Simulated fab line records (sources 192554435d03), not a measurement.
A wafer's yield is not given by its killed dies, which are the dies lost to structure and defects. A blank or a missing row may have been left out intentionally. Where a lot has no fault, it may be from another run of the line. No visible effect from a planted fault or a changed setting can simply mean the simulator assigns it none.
fab line records	flow n5_finfet	part 1 of 2: steps 1 to 41 of 42
record: lots: 5	wafers: 15	last_day: 18
route steps=1938 shown BEOL_M4@1099 BEOL_M5@1112 BEOL_M13@1659 PASSIVATION@1936
lots that met no fault: from a run of the same line without faults
start_h: hours from the record's first day to the start of the lot's first wafer shown	wait_h: time in hours since the lot's previous step	" unchanged from the row above	L1.1+2: several wafers, shown together as one row	- no value, or no start given	* or withheld: withheld	< > ~ a bound
route shown NAME@n: names a module that has steps shown in the file, with the first one's number in the route	usual: mean/standard deviation taken from wafers without a fault	same: alike in all rows	chamber/n: place in a boat	sites: the reading at each site	_std_site: how widely they spread, as a standard deviation	_edge_site: mean of outer sites minus mean of inner sites	radius_mm: for every site, how far away it sits from the centre of the wafer	mask NAME#n: copy n	behind: the most recent tool/chamber to have shaped the wafer	hold: why the lot went on hold/how many hours it stayed there/how the hold came to an end	device: which transistor (n, p or np) failed to switch	end of line: the route-end tests of the same wafers	a step without rows: its recipe alone	killed: count of dies lost to structure and defects at first sort (not the wafer's yield)	map: a wafer's dies, marking killed ones x, the rest . and places with no die _
set.NAME: the setting as run; set.NAME@STEP: as run at that earlier step	model.NAME: the simulator's own value behind a step, which no gauge read
a table for each step, a row for each wafer; lots at some steps of the route
services: a tool's chamber out of use, with start hour (start_h, from the record's first day; less than 0 if before it), hours out, and reason
== steps ==
step: N5_BEOL_M4_ANNEAL_95
recipe: temp_c: 400	time_s: 240	ambient: vacuum
step: N5_BEOL_M4_SPUTTER_96
recipe: material: Cu	target_thk_a: 45	temp_c: -20	chamber_pressure_pa: 0.07	power_w: withheld	time_s: 8.29
step: N5_BEOL_M4_ECD_50
recipe: material: Cu	target_thk_a: 3000
step: N5_BEOL_M4_ANNEAL_51
recipe: temp_c: 225	time_s: 90	ambient: N2
step: N5_BEOL_M4_CMP_52
recipe: stop_on: SiOC	t_overpolish_s: 6.8	down_force_psi: 1	platen_rpm: 50	clearing_platen_down_force_psi: 1.5	clearing_platen_rpm: 50	post_cmp_clean: cu_alkaline	target_thk_nm: 40	clearing_platen_pad_velocity_m_s: 0.99484	pad_velocity_m_s: 0.99484
step: N5_BEOL_M4_PRE_CLEAN_60
recipe: gas: NH3/H2	time_s: 15	temp_c: *	rf_power_w: 300
step: N5_BEOL_M4_CO_CAP_55
recipe: material: Co	target_thk_a: 20	temp_c: 200	precursor: CCTBA/H2	pressure_torr: 30	time_s: 102.1
step: N5_BEOL_M4_PRE_CLEAN_56
recipe: gas: NH3	time_s: 15	temp_c: withheld	rf_power_w: 300
step: N5_BEOL_M4_DEP_57
recipe: material: SiCN	target_thk_a: 80	temp_c: withheld	precursor: 3MS/NH3	pressure_torr: 3	rf_w: 202	time_s: 14
step: N5_BEOL_M4_RC_MEAS_101
usual: DIBL_N: 36.3/1.6	DIBL_P: 36.4/2.1	IOFF_N: 0.16/0.032	IOFF_P: 0.22/0.044	ION_N: 675/12	ION_P: 463/8.3	SS_N: 71.6/0.64	SS_P: 73.3/0.67	VT_N: 250/3.3	VT_P: -250/3.7
lot.wafer	tool	chamber	start_h	wait_h	DIBL_N[mV/V]	DIBL_P[mV/V]	IOFF_N[nA/um]	IOFF_P[nA/um]	ION_N[uA/um]	ION_P[uA/um]	SS_N[mV/dec]	SS_P[mV/dec]	VT_N[mV]	VT_P[mV]
L329.2	prober-01	0	227.55	0.2	36.0	36.3	0.17	0.22	677	463	72.1	73.3	249	-250
L329.3	"	0	"	"	34.7	34.8	0.14	0.20	658	457	70.6	73.0	251	-252
L329.6	"	0	"	"	37.1	37.8	0.19	0.25	683	473	72.3	73.5	248	-247
L333.1	prober-02	0	232.19	0.0	36.9	35.8	0.16	0.20	686	462	71.2	72.5	248	-251
L333.2	"	0	"	"	37.4	36.2	0.18	0.22	687	459	71.3	72.7	246	-248
L333.5	"	0	"	"	39.1	38.6	0.21	0.25	685	463	72.0	73.3	247	-247
L341.1	prober-01	0	291.12	0.0	37.7	38.8	0.21	0.25	681	462	72.8	74.3	245	-247
L341.2	"	0	"	"	39.5	42.2	0.26	0.33	704	480	73.4	74.9	245	-244
L341.6	"	0	"	"	36.5	38.8	0.19	0.25	693	476	72.3	73.4	247	-248
L345.1	prober-01	0	308.42	0.0	37.5	36.8	0.18	0.23	678	454	72.7	74.0	249	-249
L345.2	"	0	"	"	37.8	36.5	0.19	0.23	686	465	71.9	73.8	247	-249
L345.6	"	0	"	"	40.3	39.5	0.25	0.28	691	457	72.7	74.4	246	-247
L346.2	prober-02	0	323.63	0.2	38.0	39.4	0.20	0.27	691	474	71.1	73.8	243	-245
L346.4	"	0	"	"	36.5	36.9	0.16	0.23	666	464	72.3	73.1	247	-246
L346.5	"	0	"	"	35.3	35.1	0.13	0.19	668	464	71.1	73.3	255	-249
step: N5_BEOL_M5_ILD_DEP_00
recipe: material: SiCOH_lowk	target_thk_a: 1406.4	temp_c: 300	precursor: DEMS/porogen	pressure_torr: 5	rf_w: 500	time_s: 25.9
step: N5_BEOL_M5_CURE_79
recipe: temp_c: 385	time_s: 240	ambient: He/Ar	material: SiCOH_lowk
step: N5_BEOL_M5_PECVD_70
recipe: material: SiO2	target_thk_a: 160	temp_c: 400	precursor: TEOS/O2	pressure_torr: 5.5	rf_w: 450	teos_flow_sccm: 53.8	gas: O2	flow_sccm: 3000	time_s: 18
step: N5_BEOL_M5_HM_DEP_02
recipe: material: TiN	target_thk_a: 200	temp_c: 25	chamber_pressure_pa: 0.49996
step: N5_BEOL_M5_COAT_59
recipe: resist: SOC	temp_c: 250	time_s: 60	spin_rpm: 1500	resist_thk_nm: 60
step: N5_BEOL_M5_COAT_60
recipe: resist: SiARC	temp_c: 220	time_s: 60	spin_rpm: 1500	resist_thk_nm: 12
step: N5_BEOL_M5_COAT_71
recipe: resist: underlayer	temp_c: 205	time_s: 60	spin_rpm: 1500	resist_thk_nm: 5
step: N5_BEOL_M5_COAT_05
recipe: resist: CAR-EUV	spin_rpm: 1500	resist_thk_nm: 30
step: N5_BEOL_M5_EBR_07
recipe: solvent: PGMEA	ebr_width_mm: 1.5
step: N5_BEOL_M5_SOFTBAKE_06
recipe: temp_c: 110	time_s: 60	resist: CAR-EUV
step: N5_BEOL_M5_EXPOSE_08
recipe: mask_id: M5	na: 0.33	source_shape: annular	sigma_inner: 0.4	sigma_outer: 0.8	polarization: unpolarized	target_cd_nm: 28	dose_mj: 35.75
step: N5_BEOL_M5_PEB_09
recipe: peb_temp_c: 100	peb_time_s: 60	resist: CAR-EUV
step: N5_BEOL_M5_DEVELOP_10
recipe: develop_time_s: 30	developer: TMAH	resist: CAR-EUV	rinse_liquid: surfactant_rinse	dry: air_spin	dev_temp_c: 23
step: N5_BEOL_M5_DESCUM_16
recipe: chemistry: O2	time_s: 7	source_power_w: 50	bias_power_w: 20	pressure_mtorr: 20	rf_frequency_hz: 2.712e+07	temp_c: 40	resist: CAR-EUV	o2_flow_sccm: 225
step: N5_BEOL_M5_ETCH_72
recipe: chemistry: N2/H2	target: underlayer	target_depth_a: 65	mask_material: CAR-EUV	time_s: 5.2	ion_energy_ev: 200	pressure_mtorr: 30	source_w: 840	bias_w: 150	n2_flow_sccm: 200	h2_flow_sccm: 200	ends: cleared
step: N5_BEOL_M5_ETCH_61
recipe: chemistry: CF4	target: SiARC	target_depth_a: 156	mask_material: CAR-EUV	time_s: 26	ion_energy_ev: 80	pressure_mtorr: 40	source_w: 545	bias_w: 36	Ar_flow_sccm: 100	cf4_flow_sccm: 100	ends: cleared
step: N5_BEOL_M5_ETCH_62
recipe: chemistry: N2/H2	target: SOC	target_depth_a: 750	overetch_a: 150	mask_material: SiARC	temp_c: 40	time_s: 112.5	ion_energy_ev: 200	pressure_mtorr: 30	source_w: 840	bias_w: 150	n2_flow_sccm: 200	h2_flow_sccm: 200
step: N5_BEOL_M5_STRIP_63
recipe: chemistry: N2/H2	temp_c: 40	n2_flow_sccm: 200	h2_flow_sccm: 200	rf_frequency_hz: 6e+07
step: N5_BEOL_M5_STRIP_73
recipe: chemistry: N2/H2	temp_c: 40	n2_flow_sccm: 200	h2_flow_sccm: 200	rf_frequency_hz: 6e+07
step: N5_BEOL_M5_STRIP_64
recipe: chemistry: CF4	resist: SiARC	power_w: 300	bias_power_w: 75	pressure_mtorr: 50	cf4_flow_sccm: 150	rf_frequency_hz: 6e+07
step: N5_BEOL_M5_HM_OPEN_17
recipe: chemistry: Cl2/BCl3	target_depth_a: 200	overetch_a: 60	target: TiN	mask_material: SOC	ion_energy_ev: 150	pressure_mtorr: 10	icp_w: 1000	bias_w: 126	Cl2_flow_sccm: 53.25	bcl3_flow_sccm: 21.75	Ar_flow_sccm: 25
step: N5_BEOL_M5_STRIP_19
recipe: chemistry: O2	power_w: 400	temp_c: 40	pressure_mtorr: 30	rf_frequency_hz: 6e+07	bias_power_w: 0	overash_fraction: 0.2	o2_flow_sccm: 225
step: N5_BEOL_M5_COAT_65
recipe: resist: SOC	temp_c: 250	time_s: 60	spin_rpm: 1500	resist_thk_nm: 60
step: N5_BEOL_M5_COAT_66
recipe: resist: SiARC	temp_c: 220	time_s: 60	spin_rpm: 1500	resist_thk_nm: 12
step: N5_BEOL_M13_ILD_DEP_00
recipe: material: SiOC	target_thk_a: 8379.2	temp_c: 350	precursor: DEMS/O2	pressure_torr: 5	rf_w: 500	time_s: 166.4
usual: heater_power_w: 479/67	showerhead_plenum_p_Torr: 5.692/0.016	throttle_valve_pct: 11.7/0.65
same: time_s: 166.4
lot.wafer	tool	chamber	start_h	wait_h	heater_power_w	showerhead_plenum_p_Torr	throttle_valve_pct
L333.1	pecvd-04	0	303.30	0.0	366	5.699	12.6
L333.2	"	2	"	"	425	5.679	11.1
L333.5	"	1	"	"	506	5.720	11.3
L329.2	pecvd-04	1	318.50	0.0	420	5.704	11.5
L329.3	"	0	"	"	390	5.704	12.5
L329.6	"	0	"	"	405	5.690	12.6
L341.1	pecvd-03	1	359.62	0.0	477	5.676	11.8
L341.2	"	2	"	"	504	5.692	10.7
L341.6	"	2	"	"	514	5.722	10.7
L341.1	pecvd-03	1	359.94	0.3	470	5.684	11.6
L341.2	"	2	"	"	499	5.705	10.9
L341.6	"	2	"	"	522	5.686	10.7
L345.1	pecvd-03	0	379.70	0.0	471	5.710	12.8
L345.2	"	2	"	"	529	5.689	11.0
L345.6	"	2	"	"	475	5.698	10.9
L345.1	pecvd-03	0	380.30	0.5	447	5.683	12.9
L345.2	"	2	"	"	541	5.683	10.8
L345.6	"	2	"	"	465	5.691	10.7
L346.2	pecvd-04	2	390.84	0.0	468	5.675	11.3
L346.4	"	0	"	"	392	5.696	11.4
L346.5	"	2	"	"	390	5.677	11.4
L346.2	pecvd-04	2	391.16	0.3	477	5.674	11.3
L346.4	"	0	"	"	398	5.703	11.3
L346.5	"	2	"	"	397	5.674	11.5
step: N5_BEOL_M13_THK_MEAS_01
recipe: reads: SiOC_of_BEOL_M13_ILD_DEP_00
usual: M13_ILD_THK: 837/12
lot.wafer	tool	chamber	start_h	wait_h	M13_ILD_THK[nm]
L333.1	film_metro-02	-	303.45	0.1	805
L333.2	"	-	"	"	829
L333.5	"	-	"	"	826
L329.2	film_metro-01	-	318.65	0.1	829
L329.3	"	-	"	"	838
L329.6	"	-	"	"	836
L341.1	film_metro-02	-	360.09	0.1	1668
L341.2	"	-	"	"	1660
L341.6	"	-	"	"	1683
L345.1	film_metro-02	-	380.51	0.2	1625
L345.2	"	-	"	"	1645
L345.6	"	-	"	"	1668
L346.2	film_metro-01	-	391.31	0.1	1652
L346.4	"	-	"	"	1683
L346.5	"	-	"	"	1681
step: N5_BEOL_M13_VIA_ETCH_16
recipe: chemistry: C4F8/O2/Ar	target: SiOC	pressure_mtorr: 30	source_w: 3000	bias_w: 700	Ar_flow_sccm: 400	C4F8_flow_sccm: 15	O2_flow_sccm: 8	he_inner_torr: 15	he_outer_torr: 30	target_depth_a: 9217	time_s: withheld	ion_energy_ev: 250	ends: cleared
usual: drypump_motor_current_A: 5.7/0.41	he_outer_torr: 30.00/0.056	oes_product_au: 0.74/0.076	rf_vpp_V: 664.3/2.8	showerhead_plenum_p_Torr: 3.38/0.086	throttle_valve_pct: 24.25/0.21
lot.wafer	tool	chamber	start_h	wait_h	drypump_motor_current_A	he_outer_torr	oes_product_au	rf_vpp_V	showerhead_plenum_p_Torr	throttle_valve_pct	model.etch.depth_nm	model.SiOC_of_BEOL_M13_ILD_DEP_00.thk_nm	model.BARC_of_BEOL_M13_COAT_58.thk_nm
L333.1	rie_diel-04	1	304.06	0.0	5.7	29.98	0.72	661.7	3.30	24.24	805.3	805.2	88.8
L333.2	"	0	"	"	5.8	30.07	0.86	665.0	3.36	24.13	829.1	829.2	88.4
L333.5	"	1	"	"	5.7	30.00	0.72	662.2	3.30	24.26	826.1	826	88.8
L329.2	rie_diel-05	3	319.12	0.0	5.0	30.06	0.75	661.6	3.33	24.22	828.3	828.4	89.6
L329.3	"	1	"	"	5.9	30.00	0.74	671.4	3.59	24.54	838.4	838.4	89.2
L329.6	"	0	"	"	4.7	29.92	0.62	667.1	3.49	24.36	836.2	836.2	89.2
L341.1	rie_diel-04	3	360.57	0.0	5.9	30.00	0.94	664.1	3.38	24.44	1667	1359	0
L341.2	"	1	"	"	5.8	29.91	0.80	661.5	3.29	24.29	1659	1377	0
L341.6	"	3	"	"	5.9	30.04	0.94	663.9	3.38	24.43	1683	1360	0
L345.1	rie_diel-01	2	381.01	0.0	5.1	30.02	0.78	666.9	3.43	24.03	1624	1366	0
L345.2	"	3	"	"	6.4	30.02	0.82	662.0	3.35	24.47	1646	1376	0
L345.6	"	3	"	"	6.3	30.10	0.82	662.2	3.35	24.50	1667	1373	0
L346.2	rie_diel-01	3	391.79	0.0	6.3	30.01	0.82	662.9	3.35	24.48	1652	1369	0
L346.4	"	1	"	"	6.2	29.98	0.95	667.4	3.46	23.73	1683	1353	0
L346.5	"	0	"	"	6.2	29.96	0.84	666.5	3.48	24.45	1683	1363	0
step: N5_BEOL_M13_STRIP_63
recipe: chemistry: N2/H2	power_w: 1000	temp_c: 250	h2_frac: 0.65	overash_fraction: 0.3	pressure_mtorr: 1000	n2_flow_sccm: 1750	h2_flow_sccm: 3250
usual: drypump_motor_current_A: 5.84/0.06	heater_power_w: 316/31	n2_flow_sccm: 1750/6.1	oes_product_au: 0.673/0.0046	strip_time_to_endpoint_s: 27.6/1.3
lot.wafer	tool	chamber	start_h	wait_h	drypump_motor_current_A	heater_power_w	n2_flow_sccm	oes_product_au	rf_hours_counter_h	strip_time_to_endpoint_s
L333.1	plasma_asher-02	0	304.30	-	5.75	334	1739	0.683	133	30.8
L333.2	"	1	"	"	5.83	267	1748	0.672	133	29.3
L333.5	"	1	"	"	5.82	272	1745	0.680	-	29.3
L329.2	plasma_asher-01	0	319.36	-	5.94	304	1738	0.670	85	28.0
L329.3	"	0	"	"	5.95	305	1741	0.674	-	27.4
L329.6	"	1	"	"	5.89	355	1759	0.680	-	28.0
L341.1	plasma_asher-01	0	360.81	-	5.94	304	1745	0.232	93	0.0
L341.2	"	1	"	"	5.88	354	1749	0.229	93	0.0
L341.6	"	1	"	"	5.83	354	1750	0.232	-	0.0
L345.1	plasma_asher-02	0	381.24	-	5.77	325	1751	0.227	147	0.0
L345.2	"	1	"	"	5.80	267	1741	0.225	147	0.1
L345.6	"	0	"	"	5.78	319	1750	0.226	-	0.0
L346.2	plasma_asher-01	1	392.03	-	5.86	345	1756	0.228	100	0.0
L346.4	"	0	"	"	5.93	316	1754	0.237	-	0.0
L346.5	"	1	"	"	5.82	348	1751	0.230	-	0.0
step: N5_BEOL_M13_STRIP_64
recipe: chemistry: N2/H2	power_w: 1000	temp_c: 250	h2_frac: 0.65	overash_fraction: 0.3	pressure_mtorr: withheld	n2_flow_sccm: 1750	h2_flow_sccm: 3250
usual: drypump_motor_current_A: 5.84/0.062	heater_power_w: 316/32	n2_flow_sccm: 1751/4.9	oes_product_au: 0.715/0.0046	strip_time_to_endpoint_s: 31.28/0.09
lot.wafer	tool	chamber	start_h	wait_h	drypump_motor_current_A	heater_power_w	n2_flow_sccm	oes_product_au	rf_hours_counter_h	strip_time_to_endpoint_s
L333.1	plasma_asher-02	0	304.36	0.0	5.77	334	1744	0.721	133	31.25
L333.2	"	1	"	"	5.82	266	1742	0.714	133	31.18
L333.5	"	1	"	"	5.83	268	1742	0.711	-	31.25
L329.2	plasma_asher-01	0	319.42	0.0	5.91	307	1755	0.716	85	31.44
L329.3	"	0	"	"	5.89	312	1757	0.718	-	31.37
L329.6	"	1	"	"	5.84	350	1752	0.718	-	31.34
L341.1	plasma_asher-01	0	360.87	0.0	5.89	315	1748	0.242	93	0.05
L341.2	"	1	"	"	5.94	358	1747	0.238	93	0.04
L341.6	"	1	"	"	5.88	345	1752	0.245	-	0.04
L345.1	plasma_asher-02	0	381.30	0.0	5.75	329	1743	0.235	147	0.05
L345.2	"	1	"	"	5.80	272	1752	0.241	147	0.05
L345.6	"	0	"	"	5.82	330	1748	0.237	-	0.03
L346.2	plasma_asher-01	1	392.09	0.0	5.80	355	1746	0.236	101	0.03
L346.4	"	0	"	"	5.91	314	1748	0.236	-	0.04
L346.5	"	1	"	"	5.81	355	1752	0.237	-	0.04
step: N5_BEOL_M13_CD_MEAS_17
recipe: target_cd_nm: 190	polarity: opening
usual: cd_nm: 190.0/1.6
lot.wafer	tool	chamber	start_h	wait_h	cd_nm
L333.1	cd_sem-01	-	304.52	0.0	190.3
L333.2	"	-	"	"	191.1
L333.5	"	-	"	"	192.6
L329.2	cd_sem-03	-	319.57	0.0	191.4
L329.3	"	-	"	"	188.2
L329.6	"	-	"	"	188.7
L341.1	cd_sem-03	-	361.02	0.0	276.7
L341.2	"	-	"	"	274.1
L341.6	"	-	"	"	281.4
L345.1	cd_sem-03	-	381.45	0.0	267.3
L345.2	"	-	"	"	271.0
L345.6	"	-	"	"	275.3
L346.2	cd_sem-02	-	392.24	0.0	272.5
L346.4	"	-	"	"	281.2
L346.5	"	-	"	"	279.9
step: N5_BEOL_M13_CMP_49
recipe: stop_on: SiOC	t_overpolish_s: 17.1	down_force_psi: 1	platen_rpm: 50	clearing_platen_down_force_psi: 1.5	clearing_platen_rpm: 50	post_cmp_clean: cu_alkaline	target_thk_nm: 420	clearing_platen_pad_velocity_m_s: 0.99484	pad_velocity_m_s: 0.99484
usual: barrier_field_endpoint_s: 30.4/0.66	motor_current_A: 5.9/0.66	overpolish_run_s: 17.100/0.0092
lot.wafer	tool	chamber	start_h	wait_h	barrier_field_endpoint_s	motor_current_A	overpolish_run_s	model.SiOC_of_BEOL_M13_ILD_DEP_00.thk_nm
L333.1	cmp-01	3	309.60	0.3	28.4	5.7	17.105	746.8
L333.2	"	0	"	"	28.7	6.4	17.104	770.6
L333.5	"	3	"	"	29.9	5.7	17.098	768.2
L329.3	cmp-04	3	326.40	0.2	30.4	7.2	17.117	781.2
L329.2	"	1	"	"	30.1	5.0	17.095	771.4
L329.6	"	3	"	"	30.5	7.1	17.110	778.4
L341.2	cmp-04	3	363.24	0.2	30.8	7.2	17.103	1319
L341.1	"	0	"	"	30.4	5.6	17.100	1299
L341.6	"	2	"	"	31.0	6.1	17.099	1300
L345.2	cmp-03	3	385.65	0.2	30.9	5.8	17.107	1314
L345.1	"	1	"	"	31.6	5.2	17.096	1307
L345.6	"	3	"	"	30.9	6.2	17.105	1314
L346.4	cmp-04	1	400.09	0.2	29.9	5.2	17.088	1294
L346.2	"	3	"	"	30.5	6.7	17.090	1310
L346.5	"	1	"	"	30.5	5.1	17.098	1303
== key ==
first_sign: step: N5_BEOL_M13_ILD_DEP_00	reading: visit	direction: added
effect: step: N5_BEOL_M13_THK_MEAS_01	reading: M13_ILD_THK	direction: up	sigmas: 70	usual: 837	struck: 1663
effect: step: N5_BEOL_M13_STRIP_63	reading: oes_product_au	direction: down	sigmas: 96	usual: 0.673	struck: 0.230
effect: step: N5_BEOL_M13_STRIP_64	reading: strip_time_to_endpoint_s	direction: down	sigmas: 99+	usual: *	struck: *
effect: step: N5_BEOL_M13_CD_MEAS_17	reading: cd_nm	direction: up	sigmas: 53	usual: 190.0	struck: 275.5
effect: step: N5_PASSIVATION_PROBE_49	reading: killed_at_M4_up	direction: up	sigmas: 99+	usual: 14	struck: 1160
model_effect: step: N5_BEOL_M13_VIA_ETCH_16	value: etch.depth_nm	without: 831.8	struck: 1663
model_effect: step: N5_BEOL_M13_CMP_49	value: SiOC_of_BEOL_M13_ILD_DEP_00.thk_nm	without: 772.2	struck: 1307
met_at N5_BEOL_M13_ILD_DEP_00
struck_wafers L341.1,L341.2,L341.6,L345.1,L345.2,L345.6,L346.2,L346.4,L346.5
fault: kind: repeated_step_whole	tool: pecvd-02,pecvd-03,pecvd-04	chamber: -	onset_h: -	steps: N5_BEOL_M13_ILD_DEP_00	times: 1	scope: struck_lots_only
